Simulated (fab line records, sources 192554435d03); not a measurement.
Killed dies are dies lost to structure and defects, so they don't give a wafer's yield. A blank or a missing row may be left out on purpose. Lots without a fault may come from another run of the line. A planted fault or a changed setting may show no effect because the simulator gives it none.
fab line records | flow n5_finfet
record lots=11 wafers=33 last_day=17
route steps=1938 shown BEOL_M4@1111 BEOL_M15@1817 MIM_TOP@1834 PASSIVATION@1936
lots that met no fault: from a run of the same line without faults
start_h: hours from the record's first day to the start of the lot's first wafer shown | wait_h: hours since the lot's step before | " the same as in the row above | L1.1+2: a row that stands for several wafers | - no value, or no start given | * or withheld: withheld | < > ~ a bound
route shown NAME@n: a module of which the file shows steps, and the number in the route of the first | usual: mean/standard deviation of fault-free wafers | same: alike in all rows | chamber/n: place in a boat | sites: the reading at each site | _std_site: their standard deviation | _edge_site: outer sites' mean less inner sites' | radius_mm: how far each site lies from the wafer's centre | mask NAME#n: copy n | behind: the tool/chamber that last shaped the wafer | hold: why the lot was held/for how many hours/how that ended | device: the transistor (n, p or np) that didn't switch | end of line: the same wafers' tests at the end of the route | a step without rows: its recipe alone | killed: dies lost to structure and defects at the first sort, not the wafer's yield | map: a wafer's dies, x killed, . not, _ none there
set.NAME: the setting as run; set.NAME@STEP: as run at that earlier step | model.NAME: the simulator's own value behind a step, which no gauge read
steps of the route over a sample of lots; a table a step, a row a wafer
services: from which hour (start_h, from the record's first day; less than 0 if before it) a tool's chamber was out of use, for how many hours, and why
## steps
# step N5_BEOL_M4_RC_MEAS_101
# usual DIBL_N=36.5/1.7 DIBL_P=36.3/2.1 IOFF_N=0.16/0.036 IOFF_P=0.21/0.037 ION_N=676/12 ION_P=462/7.6 SS_N=71.5/0.68 SS_P=73.3/0.63 VT_N=249/3.5 VT_P=-250/3.5
# columns lot.wafer tool chamber start_h wait_h DIBL_N[mV/V] DIBL_P[mV/V] IOFF_N[nA/um] IOFF_P[nA/um] ION_N[uA/um] ION_P[uA/um] SS_N[mV/dec] SS_P[mV/dec] VT_N[mV] VT_P[mV]
L324.2 prober-02 0 184.13 0.2 37.9 37.5 0.20 0.24 697 470 71.8 73.1 243 -249
L324.3 " 0 " " 37.5 37.1 0.21 0.24 696 476 71.3 73.3 242 -247
L324.4 " 0 " " 36.5 36.5 0.18 0.22 685 471 71.8 72.8 245 -247
L328.1 prober-02 0 201.93 0.0 39.0 38.2 0.21 0.26 685 469 71.9 74.1 248 -247
L328.4 " 0 " " 38.7 38.2 0.20 0.27 683 470 72.0 73.8 243 -246
L328.5 " 0 " " 37.0 35.9 0.17 0.22 674 462 70.7 73.3 250 -247
L330.1 prober-01 0 219.75 0.0 32.8 33.4 0.11 0.17 650 461 70.6 72.6 258 -251
L330.3 " 0 " " 34.0 34.9 0.12 0.19 660 457 70.8 72.3 252 -252
L330.6 " 0 " " 37.2 39.0 0.18 0.26 685 469 71.6 73.8 248 -244
L331.2 prober-01 0 228.12 0.2 32.2 31.4 0.11 0.16 670 459 69.9 72.1 254 -251
L331.3 " 0 " " 34.2 33.7 0.13 0.19 657 451 69.8 73.2 250 -253
L331.5 " 0 " " 36.4 36.5 0.17 0.23 683 465 71.2 74.2 249 -249
L333.2 prober-01 0 231.25 0.2 32.9 32.3 0.11 0.14 661 450 70.7 71.6 254 -254
L333.3 " 0 " " 37.2 36.6 0.18 0.22 679 462 71.6 73.9 249 -248
L333.6 " 0 " " 33.1 32.3 0.11 0.15 661 450 70.2 72.4 250 -255
L334.1 prober-01 0 246.90 0.0 35.1 33.4 0.11 0.14 662 449 71.0 72.6 252 -256
L334.2 " 0 " " 39.3 38.0 0.19 0.20 684 454 72.7 73.4 247 -254
L334.3 " 0 " " 36.9 36.1 0.15 0.18 673 459 71.5 73.1 248 -255
L339.3 prober-01 0 259.90 0.3 36.5 37.1 0.16 0.22 674 461 71.1 73.9 252 -251
L339.4 " 0 " " 33.6 34.0 0.13 0.18 667 460 70.8 73.0 252 -254
L339.5 " 0 " " 35.1 36.0 0.14 0.21 667 461 71.1 73.9 253 -249
L338.1 prober-02 0 264.55 0.0 36.0 36.6 0.15 0.21 667 456 72.2 73.3 252 -250
L338.2 " 0 " " 34.1 34.7 0.13 0.19 677 466 71.1 73.0 251 -250
L338.6 " 0 " " 35.2 36.3 0.15 0.21 675 466 71.9 73.5 251 -250
L343.1 prober-02 0 289.05 0.0 37.4 38.3 0.16 0.22 676 461 71.4 74.0 251 -249
L343.2 " 0 " " 36.9 37.2 0.16 0.21 682 461 70.6 73.2 250 -251
L343.4 " 0 " " 37.0 37.3 0.16 0.21 667 463 71.3 72.6 250 -248
L346.1 prober-01 0 310.17 0.0 39.0 37.7 0.19 0.24 679 463 73.4 74.3 246 -247
L346.4 " 0 " " 36.7 36.5 0.16 0.24 689 480 70.5 73.0 248 -246
L346.6 " 0 " " 35.6 34.4 0.13 0.19 679 464 71.2 72.9 250 -252
L345.2 prober-02 0 310.87 0.2 38.3 38.7 0.19 0.25 673 469 72.7 73.5 246 -248
L345.5 " 0 " " 36.6 36.7 0.14 0.23 654 459 71.7 73.3 253 -248
L345.6 " 0 " " 35.1 35.0 0.14 0.20 668 462 71.7 73.1 250 -249
# step N5_BEOL_M15_DEGAS_41
# recipe ambient=vacuum temp_c=300 time_s=60
# usual heater_power_w=450/52
# columns lot.wafer tool chamber start_h wait_h heater_power_w
L324.2 pvd_sputter-01 - 267.80 0.3 437
L324.3 " - " " 447
L324.4 " - " " 487
L328.1 pvd_sputter-01 - 293.02 0.3 476
L328.4 " - " " 446
L328.5 " - " " 460
L330.1 pvd_sputter-02 - 305.53 1.7 481
L330.3 " - " " 397
L330.6 " - " " 491
L331.2 pvd_sputter-02 - 309.78 0.3 371
L331.3 " - " " 531
L331.5 " - " " 485
L333.2 pvd_sputter-03 - 316.17 0.2 534
L333.3 " - " " 375
L333.6 " - " " 474
L334.1 pvd_sputter-03 - 342.41 0.2 498
L334.2 " - " " 391
L334.3 " - " " 379
L339.3 pvd_sputter-02 - 352.02 0.1 485
L339.4 " - " " 402
L339.5 " - " " 528
L338.1 pvd_sputter-01 - 358.21 0.3 488
L338.2 " - " " 442
L338.6 " - " " 455
L343.1 pvd_sputter-01 - 373.44 0.4 463
L343.2 " - " " 442
L343.4 " - " " 451
L345.2 pvd_sputter-03 - 395.69 0.4 396
L345.5 " - " " 536
L345.6 " - " " 392
L346.1 pvd_sputter-02 - 395.73 0.4 514
L346.4 " - " " 407
L346.6 " - " " 366
# step N5_BEOL_M15_PRE_CLEAN_42
# recipe gas=H2/He time_s=30 temp_c=300
# usual heater_power_w=449/52
# columns lot.wafer tool chamber start_h wait_h heater_power_w
L324.2 pvd_sputter-01 - 267.84 0.0 451
L324.3 " - " " 438
L324.4 " - " " 485
L328.1 pvd_sputter-01 - 293.06 0.0 483
L328.4 " - " " 429
L328.5 " - " " 455
L330.1 pvd_sputter-02 - 305.57 0.0 497
L330.3 " - " " 395
L330.6 " - " " 507
L331.2 pvd_sputter-02 - 309.82 0.0 380
L331.3 " - " " 524
L331.5 " - " " 490
L333.2 pvd_sputter-03 - 316.21 0.0 531
L333.3 " - " " 373
L333.6 " - " " 477
L334.1 pvd_sputter-03 - 342.45 0.0 481
L334.2 " - " " 396
L334.3 " - " " 392
L339.3 pvd_sputter-02 - 352.06 0.0 498
L339.4 " - " " 401
L339.5 " - " " 522
L338.1 pvd_sputter-01 - 358.25 0.0 474
L338.2 " - " " 468
L338.6 " - " " 442
L343.1 pvd_sputter-01 - 373.48 0.0 455
L343.2 " - " " 439
L343.4 " - " " 444
L345.2 pvd_sputter-03 - 395.73 0.0 383
L345.5 " - " " 532
L345.6 " - " " 382
L346.1 pvd_sputter-02 - 395.77 0.0 523
L346.4 " - " " 403
L346.6 " - " " 372
# step N5_BEOL_M15_THK_MEAS_50
# recipe thk_meas_gauge=xrf reads=Cu_of_BEOL_M15_ECD_47
# usual M15_THK=839/17
# columns lot.wafer tool chamber start_h wait_h M15_THK[nm]
L324.2 film_metro-02 - 268.99 - 842
L324.3 " - " " 852
L324.4 " - " " 853
L328.1 film_metro-01 - 294.21 - 861
L328.4 " - " " 841
L328.5 " - " " 864
L330.1 film_metro-02 - 306.79 - 863
L330.3 " - " " 850
L330.6 " - " " 860
L331.2 film_metro-02 - 312.42 - 832
L331.3 " - " " 822
L331.5 " - " " 825
L333.2 film_metro-02 - 317.65 - 858
L333.3 " - " " 849
L333.6 " - " " 864
L334.1 film_metro-02 - 343.61 - 851
L334.2 " - " " 859
L334.3 " - " " 853
L339.3 film_metro-01 - 353.59 - 849
L339.4 " - " " 848
L339.5 " - " " 842
L338.1 film_metro-01 - 359.40 - 825
L338.2 " - " " 823
L338.6 " - " " 822
L343.1 film_metro-02 - 374.63 - 833
L343.2 " - " " 816
L343.4 " - " " 832
L345.2 film_metro-01 - 396.88 - 815
L345.5 " - " " 856
L345.6 " - " " 805
L346.1 film_metro-01 - 397.03 - 822
L346.4 " - " " 834
L346.6 " - " " 828
# step N5_MIM_TOP_ALD_00
# recipe material=Al2O3 target_thk_a=* temp_c=withheld ald_precursor_family=TMA ald_co_reactant=O3 pulse_time_s=withheld purge_time_s=3 co_reactant_purge_time_s=withheld co_reactant_pulse_time_s=3 ald_cycles=withheld
# usual precursor_pulse_height_rel=0.996/0.02
# columns lot.wafer tool chamber start_h wait_h precursor_pulse_height_rel
L324.2 ald_hk-01 2 271.30 0.1 1.017
L324.3 " 3 " " 0.989
L324.4 " 0 " " 1.012
L328.1 ald_hk-01 1 296.51 0.1 1.030
L328.4 " 3 " " 1.007
L328.5 " 0 " " 0.991
L330.1 ald_hk-01 0 309.14 0.1 1.019
L330.3 " 1 " " 0.980
L330.6 " 1 " " 0.982
L331.2 ald_hk-03 1 315.64 0.1 0.971
L331.3 " 0 " " 0.961
L331.5 " 0 " " 1.020
L333.2 ald_hk-01 1 319.53 0.1 0.999
L333.3 " 3 " " 1.001
L333.6 " 2 " " 1.004
L334.1 ald_hk-02 2 345.58 0.1 0.974
L334.2 " 1 " " 0.999
L334.3 " 3 " " 0.990
L339.3 ald_hk-01 0 355.11 0.1 -
L339.4 " 3 " " -
L339.5 " 2 " " -
L338.1 ald_hk-01 3 361.19 0.1 -
L338.2 " 1 " " -
L338.6 " 2 " " -
L343.1 ald_hk-01 1 380.00 0.1 -
L343.2 " 3 " " -
L343.4 " 0 " " -
L345.2 ald_hk-03 2 399.71 0.1 1.019
L345.5 " 1 " " 0.959
L345.6 " 2 " " 0.969
L346.1 ald_hk-02 1 399.81 0.1 0.980
L346.4 " 2 " " 0.994
L346.6 " 1 " " 0.973
# step N5_PASSIVATION_PROBE_49
# usual defect_limited_yield=91.4/1.5 killed_at_M0_to_M3=34/12 killed_at_M4_up=12/4.9 killed_at_contacts=13/7.2 killed_at_front_end=39/12 killed_at_other=3.7/2.9 killed_dies=101/18 killed_on_rim=13/4 killed_open=67/14 killed_short=33/7.2 sort_bin_5_function=5.1/0.97 sort_bin_6_memory=3.2/0.67 sort_n_pass=1079/17 sort_yield_pct=91.4/1.5
# same gross_dies=1180 killed_at_back_side=0 sort_bin_4_leakage[%]=0 sort_bin_8_speed[%]=0
# columns lot.wafer tool chamber start_h wait_h defect_limited_yield[%] killed_at_M0_to_M3 killed_at_M4_up killed_at_contacts killed_at_front_end killed_at_other killed_dies killed_on_rim killed_open killed_short sort_bin_5_function[%] sort_bin_6_memory[%] sort_n_pass sort_yield_pct[%]
L324.2 prober-02 - 283.84 0.1 90.3 39 15 12 46 3 115 10 82 33 6.3 3.2 1065 90.3
L324.3 prober-02 - 283.89 0.1 89.3 37 10 11 66 2 126 10 93 33 6.4 4.1 1054 89.3
L324.4 prober-02 - 283.94 0.2 90.8 24 9 19 54 2 108 14 71 35 5.3 3.7 1072 90.8
L328.1 prober-02 - 309.86 0.0 92.8 29 16 14 25 1 85 8 58 27 5.3 1.9 1095 92.8
L328.4 prober-02 - 310.01 0.2 93.1 34 9 8 29 1 81 8 53 28 3.6 2.9 1099 93.1
L328.5 prober-02 - 310.06 0.2 91.9 41 9 16 30 0 96 16 71 25 4.8 3.2 1084 91.9
L330.1 prober-02 - 321.68 0.0 91.6 27 17 18 31 6 99 10 63 35 4.9 3.1 1081 91.6
L330.3 prober-02 - 321.78 0.1 91.4 22 12 26 41 1 102 13 67 34 4.9 3.2 1078 91.4
L330.6 prober-02 - 321.93 0.3 92.5 33 11 22 20 2 88 13 53 35 4.2 3.2 1092 92.5
L331.2 prober-02 - 329.13 0.1 91.6 22 15 11 46 5 99 14 70 25 4.7 3.2 1081 91.6
L331.3 prober-02 - 329.18 0.1 92.3 21 11 6 47 6 91 12 62 29 4.5 3.1 1089 92.3
L331.5 prober-02 - 329.28 0.2 92.7 39 17 5 25 0 86 19 58 27 4.7 2.4 1094 92.7
L333.2 prober-01 - 339.06 0.1 90.4 34 9 10 57 3 113 8 64 46 5.5 3.4 1067 90.4
L333.3 prober-01 - 339.11 0.1 87.5 31 11 12 86 8 148 25 98 46 8.0 4.1 1032 87.5
L333.6 prober-01 - 339.26 0.3 90.3 35 13 18 44 5 115 20 71 39 5.6 3.5 1065 90.3
L334.1 prober-02 - 356.61 0.0 93.0 24 20 4 35 0 83 6 58 24 4.1 2.6 1097 93.0
L334.2 prober-02 - 356.66 0.1 90.0 38 14 18 44 4 118 13 76 39 6.3 3.4 1062 90.0
L334.3 prober-02 - 356.71 0.1 92.8 17 19 17 28 4 85 14 60 25 3.8 3.0 1095 92.8
L339.3 prober-02 - 367.41 0.1 86.6 24 11 25 35 63 158 45 73 26 10.5 2.8 1022 86.6
L339.4 prober-02 - 367.46 0.2 86.8 27 10 38 20 61 156 19 66 30 10.6 2.5 1024 86.8
L339.5 prober-02 - 367.51 0.2 88.6 28 6 18 29 53 134 34 57 26 8.1 2.9 1046 88.6
L338.1 prober-01 - 373.71 0.0 87.5 30 16 16 40 45 147 9 70 34 9.7 2.5 1033 87.5
L338.2 prober-01 - 373.76 0.1 86.5 38 19 6 39 57 159 12 60 48 9.7 3.4 1021 86.5
L338.6 prober-01 - 373.96 0.3 88.0 30 5 7 51 49 142 36 58 37 8.5 3.3 1038 88.0
L343.1 prober-01 - 393.16 0.0 89.0 27 9 7 24 63 130 12 41 26 8.7 2.2 1050 89.0
L343.2 prober-01 - 393.21 0.1 85.2 37 15 9 58 56 175 13 87 33 10.8 3.8 1005 85.2
L343.4 prober-01 - 393.31 0.2 86.9 29 10 9 42 64 154 41 48 46 10.7 2.2 1026 86.9
L345.2 prober-01 - 411.00 0.1 91.3 26 9 21 42 5 103 10 67 36 4.9 3.6 1077 91.3
L345.5 prober-01 - 411.15 0.2 91.3 33 6 28 30 6 103 9 67 35 5.2 3.1 1077 91.3
L345.6 prober-01 - 411.20 0.3 90.0 30 11 35 39 3 118 13 86 32 6.2 3.6 1062 90.0
L346.1 prober-02 - 412.43 0.0 88.6 42 10 26 50 7 135 15 94 38 6.3 5.1 1045 88.6
L346.4 prober-02 - 412.58 0.2 89.9 44 3 25 44 3 119 19 71 48 6.6 3.1 1061 89.9
L346.6 prober-02 - 412.68 0.3 92.1 35 6 25 23 4 93 6 65 28 5.3 2.5 1087 92.1
# killed by level:class
L324.2 FIN_SAQP:geometric_particle:open=17 BEOL_M3:geometric_particle:open=11 STI_FIN_REVEAL:geometric_particle:open=10 MOL_CONTACT_COAG:geometric_particle:open=9 BEOL_M0_SAQP:geometric_particle:short=9 BEOL_M0_SAQP:geometric_particle:open=7 FIN_SAQP:geometric_particle:short=4 DUMMY_GATE:geometric_particle:open=4
L324.3 FIN_SAQP:geometric_particle:open=17 BEOL_M2:geometric_particle:open=13 STI_FIN_REVEAL:geometric_particle:open=11 FIN_SAQP:geometric_particle:short=10 DUMMY_GATE:geometric_particle:open=8 MOL_CONTACT_COAG:geometric_particle:open=7 BEOL_M3:geometric_particle:open=7 GATE_CUT:geometric_particle:open=6
L324.4 FIN_SAQP:geometric_particle:short=18 FIN_SAQP:geometric_particle:open=18 MOL_CONTACT_COAG:geometric_particle:open=15 BEOL_M2:geometric_particle:open=8 BEOL_M3:geometric_particle:open=6 MOL_CONTACT_COAG:geometric_particle:short=4 DUMMY_GATE:geometric_particle:open=3 BEOL_M0_SAQP:geometric_particle:open=3
L328.1 MOL_CONTACT_COAG:geometric_particle:open=13 BEOL_M0_SAQP:geometric_particle:short=9 BEOL_M4:geometric_particle:open=8 BEOL_M0_SAQP:geometric_particle:open=5 STARTING-WAFER:geometric_particle:open=5 FIN_SAQP:geometric_particle:open=4 BEOL_M1:geometric_particle:open=4 STI_FIN_REVEAL:geometric_particle:open=3
L328.4 BEOL_M0_SAQP:geometric_particle:open=16 BEOL_M0_SAQP:geometric_particle:short=8 MOL_CONTACT_COAG:geometric_particle:open=7 GATE_CUT:geometric_particle:short=6 GATE_CUT:geometric_particle:open=6 DUMMY_GATE:geometric_particle:open=5 STI_FIN_REVEAL:geometric_particle:open=4 FIN_SAQP:geometric_particle:short=2
L328.5 BEOL_M2:geometric_particle:open=13 MOL_CONTACT_COAG:geometric_particle:open=13 BEOL_M0_SAQP:geometric_particle:open=13 FIN_SAQP:geometric_particle:open=12 BEOL_M0_SAQP:geometric_particle:short=6 GATE_CUT:geometric_particle:short=5 STI_FIN_REVEAL:geometric_particle:open=4 DUMMY_GATE:geometric_particle:open=4
L330.1 MOL_CONTACT_COAG:geometric_particle:open=16 FIN_SAQP:geometric_particle:open=10 FIN_SAQP:geometric_particle:short=8 BEOL_M0_SAQP:geometric_particle:open=7 BEOL_M4:geometric_particle:short=6 BEOL_M0_SAQP:geometric_particle:short=5 BEOL_M4:geometric_particle:open=5 DUMMY_GATE:geometric_particle:open=4
L330.3 MOL_CONTACT_COAG:geometric_particle:open=21 FIN_SAQP:geometric_particle:short=7 STI_FIN_REVEAL:geometric_particle:open=7 DUMMY_GATE:geometric_particle:open=7 FIN_SAQP:geometric_particle:open=5 MOL_CONTACT_COAG:geometric_particle:short=5 GATE_CUT:geometric_particle:short=5 BEOL_M1:geometric_particle:open=5
L330.6 MOL_CONTACT_COAG:geometric_particle:open=17 BEOL_M0_SAQP:geometric_particle:open=7 BEOL_M3:geometric_particle:open=7 FIN_SAQP:geometric_particle:open=6 MOL_CONTACT_COAG:geometric_particle:short=5 GATE_CUT:geometric_particle:short=4 BEOL_M0_SAQP:geometric_particle:short=4 BEOL_M0:geometric_particle:open=4
L331.2 FIN_SAQP:geometric_particle:open=16 BEOL_M2:geometric_particle:open=9 MOL_CONTACT_COAG:geometric_particle:open=7 BEOL_M4:geometric_particle:open=5 BEOL_M3:geometric_particle:open=5 DUMMY_GATE:geometric_particle:open=4 ILD0:geometric_particle:short=4 ILD0:geometric_particle:open=4
L331.3 FIN_SAQP:geometric_particle:open=11 FIN_SAQP:geometric_particle:short=9 BEOL_M2:geometric_particle:open=9 BEOL_M4:geometric_particle:open=9 DUMMY_GATE:geometric_particle:open=8 STI_FIN_REVEAL:geometric_particle:open=8 BEOL_M0_SAQP:geometric_particle:short=5 MIM_TOP:geometric_particle:short=4
L331.5 BEOL_M2:geometric_particle:open=12 BEOL_M3:geometric_particle:open=10 BEOL_M0_SAQP:geometric_particle:short=8 FIN_SAQP:geometric_particle:short=7 BEOL_M4:geometric_particle:open=6 MOL_CONTACT_COAG:geometric_particle:open=5 DUMMY_GATE:geometric_particle:open=4 BEOL_M2:geometric_particle:short=4
L333.2 STI_FIN_REVEAL:geometric_particle:open=12 FIN_SAQP:geometric_particle:short=11 BEOL_M0_SAQP:geometric_particle:open=11 BEOL_M0_SAQP:geometric_particle:short=10 MOL_CONTACT_COAG:geometric_particle:open=8 GATE_CUT:geometric_particle:open=6 BEOL_M1:geometric_particle:open=5 FIN_SAQP:geometric_particle:open=4
L333.3 FIN_SAQP:geometric_particle:open=20 STI_FIN_REVEAL:geometric_particle:open=17 FIN_SAQP:geometric_particle:short=10 MOL_CONTACT_COAG:geometric_particle:open=10 GATE_CUT:geometric_particle:short=9 BEOL_M0_SAQP:geometric_particle:short=8 BEOL_M2:geometric_particle:open=6 DUMMY_GATE:geometric_particle:open=6
L333.6 MOL_CONTACT_COAG:geometric_particle:open=14 BEOL_M0_SAQP:geometric_particle:open=11 FIN_SAQP:geometric_particle:short=10 BEOL_M4:geometric_particle:open=8 FIN_SAQP:geometric_particle:open=7 BEOL_M0_SAQP:geometric_particle:short=6 BEOL_M3:geometric_particle:open=6 BEOL_M2:geometric_particle:open=5
L334.1 BEOL_M1:geometric_particle:open=12 BEOL_M4:geometric_particle:open=11 FIN_SAQP:geometric_particle:open=8 GATE_CUT:geometric_particle:short=6 DUMMY_GATE:geometric_particle:open=5 BEOL_M0_SAQP:geometric_particle:short=5 FIN_SAQP:geometric_particle:short=4 STI_FIN_REVEAL:geometric_particle:open=4
L334.2 MOL_CONTACT_COAG:geometric_particle:open=13 BEOL_M0_SAQP:geometric_particle:short=13 BEOL_M4:geometric_particle:open=10 BEOL_M0_SAQP:geometric_particle:open=10 FIN_SAQP:geometric_particle:open=8 STI_FIN_REVEAL:geometric_particle:open=7 GATE_CUT:geometric_particle:short=6 BEOL_M1:geometric_particle:open=6
L334.3 MOL_CONTACT_COAG:geometric_particle:open=15 BEOL_M4:geometric_particle:open=10 STI_FIN_REVEAL:geometric_particle:open=9 GATE_CUT:geometric_particle:short=6 BEOL_M0_SAQP:geometric_particle:short=5 BEOL_M3:geometric_particle:open=5 GATE_CUT:geometric_particle:open=4 BEOL_M5:geometric_particle:open=4
L339.3 MIM_TOP:area_ald=59 MOL_CONTACT_COAG:geometric_particle:open=19 FIN_SAQP:geometric_particle:open=16 BEOL_M3:geometric_particle:open=7 BEOL_M4:geometric_particle:open=7 MOL_CONTACT_COAG:geometric_particle:short=6 BEOL_M0_SAQP:geometric_particle:short=6 FIN_SAQP:geometric_particle:short=5
L339.4 MIM_TOP:area_ald=60 MOL_CONTACT_COAG:geometric_particle:open=33 BEOL_M2:geometric_particle:open=8 MOL_CONTACT_COAG:geometric_particle:short=5 BEOL_M2:geometric_particle:short=4 BEOL_M3:geometric_particle:open=4 STI_FIN_REVEAL:geometric_particle:open=3 BEOL_M0_SAQP:geometric_particle:open=3
L339.5 MIM_TOP:area_ald=50 MOL_CONTACT_COAG:geometric_particle:open=13 BEOL_M0_SAQP:geometric_particle:short=11 BEOL_M0_SAQP:geometric_particle:open=10 FIN_SAQP:geometric_particle:open=6 STARTING-WAFER:geometric_particle:open=6 STI_FIN_REVEAL:geometric_particle:open=5 MOL_CONTACT_COAG:geometric_particle:short=5
L338.1 MIM_TOP:area_ald=43 BEOL_M4:geometric_particle:open=13 FIN_SAQP:geometric_particle:open=12 MOL_CONTACT_COAG:geometric_particle:open=10 BEOL_M2:geometric_particle:open=10 BEOL_M0_SAQP:geometric_particle:short=7 GATE_CUT:geometric_particle:short=6 MOL_CONTACT_COAG:geometric_particle:short=6
L338.2 MIM_TOP:area_ald=51 FIN_SAQP:geometric_particle:open=10 BEOL_M4:geometric_particle:open=10 BEOL_M0_SAQP:geometric_particle:short=9 BEOL_M2:geometric_particle:open=9 FIN_SAQP:geometric_particle:short=7 STI_FIN_REVEAL:geometric_particle:open=7 GATE_CUT:geometric_particle:short=5
L338.6 MIM_TOP:area_ald=47 STI_FIN_REVEAL:geometric_particle:open=10 FIN_SAQP:geometric_particle:short=9 FIN_SAQP:geometric_particle:open=9 BEOL_M2:geometric_particle:open=8 GATE_CUT:geometric_particle:short=7 MOL_CONTACT_COAG:geometric_particle:open=7 BEOL_M3:geometric_particle:short=6
L343.1 MIM_TOP:area_ald=62 FIN_SAQP:geometric_particle:open=11 BEOL_M2:geometric_particle:open=8 FIN_SAQP:geometric_particle:short=7 MOL_CONTACT_COAG:geometric_particle:open=5 BEOL_M1:geometric_particle:open=5 BEOL_M0_SAQP:geometric_particle:short=3 BEOL_M0_SAQP:geometric_particle:open=3
L343.2 MIM_TOP:area_ald=55 FIN_SAQP:geometric_particle:open=18 BEOL_M3:geometric_particle:open=14 BEOL_M2:geometric_particle:open=8 FIN_SAQP:geometric_particle:short=7 BEOL_M4:geometric_particle:open=7 DUMMY_GATE:geometric_particle:open=6 MOL_CONTACT_COAG:geometric_particle:open=6
L343.4 MIM_TOP:area_ald=59 FIN_SAQP:geometric_particle:short=9 BEOL_M0_SAQP:geometric_particle:short=9 STI_FIN_REVEAL:geometric_particle:open=8 BEOL_M1:geometric_particle:open=7 MOL_CONTACT_COAG:geometric_particle:open=6 BEOL_M3:geometric_particle:open=6 ILD0:geometric_particle:short=5
L345.2 STI_FIN_REVEAL:geometric_particle:open=17 MOL_CONTACT_COAG:geometric_particle:open=17 BEOL_M0_SAQP:geometric_particle:short=9 BEOL_M3:geometric_particle:open=8 STARTING-WAFER:geometric_particle:short=6 FIN_SAQP:geometric_particle:open=5 MOL_CONTACT_COAG:geometric_particle:short=4 BEOL_M1:geometric_particle:short=4
L345.5 MOL_CONTACT_COAG:geometric_particle:open=19 BEOL_M1:geometric_particle:open=12 MOL_CONTACT_COAG:geometric_particle:short=9 STI_FIN_REVEAL:geometric_particle:open=7 BEOL_M0_SAQP:geometric_particle:short=6 GATE_CUT:geometric_particle:short=5 BEOL_M3:geometric_particle:open=5 BEOL_M2:geometric_particle:open=5
L345.6 MOL_CONTACT_COAG:geometric_particle:open=28 STI_FIN_REVEAL:geometric_particle:open=11 BEOL_M3:geometric_particle:open=9 MOL_CONTACT_COAG:geometric_particle:short=7 BEOL_M2:geometric_particle:open=7 DUMMY_GATE:geometric_particle:open=6 GATE_CUT:geometric_particle:short=5 BEOL_M0_SAQP:geometric_particle:short=5
L346.1 MOL_CONTACT_COAG:geometric_particle:open=21 STI_FIN_REVEAL:geometric_particle:open=18 BEOL_M3:geometric_particle:open=17 FIN_SAQP:geometric_particle:short=11 FIN_SAQP:geometric_particle:open=8 BEOL_M0_SAQP:geometric_particle:open=8 BEOL_M0_SAQP:geometric_particle:short=7 MOL_CONTACT_COAG:geometric_particle:short=5
L346.4 MOL_CONTACT_COAG:geometric_particle:open=19 FIN_SAQP:geometric_particle:short=13 BEOL_M0_SAQP:geometric_particle:open=13 BEOL_M0_SAQP:geometric_particle:short=12 STI_FIN_REVEAL:geometric_particle:open=8 BEOL_M1:geometric_particle:open=7 MOL_CONTACT_COAG:geometric_particle:short=6 STARTING-WAFER:geometric_particle:short=6
L346.6 MOL_CONTACT_COAG:geometric_particle:open=22 BEOL_M1:geometric_particle:open=11 BEOL_M0_SAQP:geometric_particle:open=10 BEOL_M1:geometric_particle:short=5 BEOL_M0_SAQP:geometric_particle:short=4 STARTING-WAFER:geometric_particle:short=4 FIN_SAQP:geometric_particle:short=3 DUMMY_GATE:geometric_particle:open=3
## services
# columns tool chamber start_h hours kind
ald_hk-02 - 249.49 3.3 repair
ald_hk-02 - 281.73 11.3 repair
ald_hk-02 - 296.12 28.1 pm
ald_hk-01 - 342.77 8.7 pm
## key
first_sign step=N5_MIM_TOP_ALD_00 reading=tool_record direction=missing
effect step=N5_PASSIVATION_PROBE_49 reading=killed_at_other direction=up sigmas=18 usual=3.7 struck=56.8
more_kills_born_at N5_MIM_TOP_ALD_00@ald_hk-01=486
met_at N5_MIM_TOP_ALD_00
struck_lots L338,L339,L343
not_acting_at N5_BEOL_M15_DEGAS_41,N5_BEOL_M15_PRE_CLEAN_42,N5_BEOL_M15_THK_MEAS_50
onset_between 319.53 355.11
fault kind=skipped_step_whole tool=ald_hk-01 chamber=- onset_h=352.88 steps=N5_MIM_TOP_ALD_00 scope=struck_lots_only
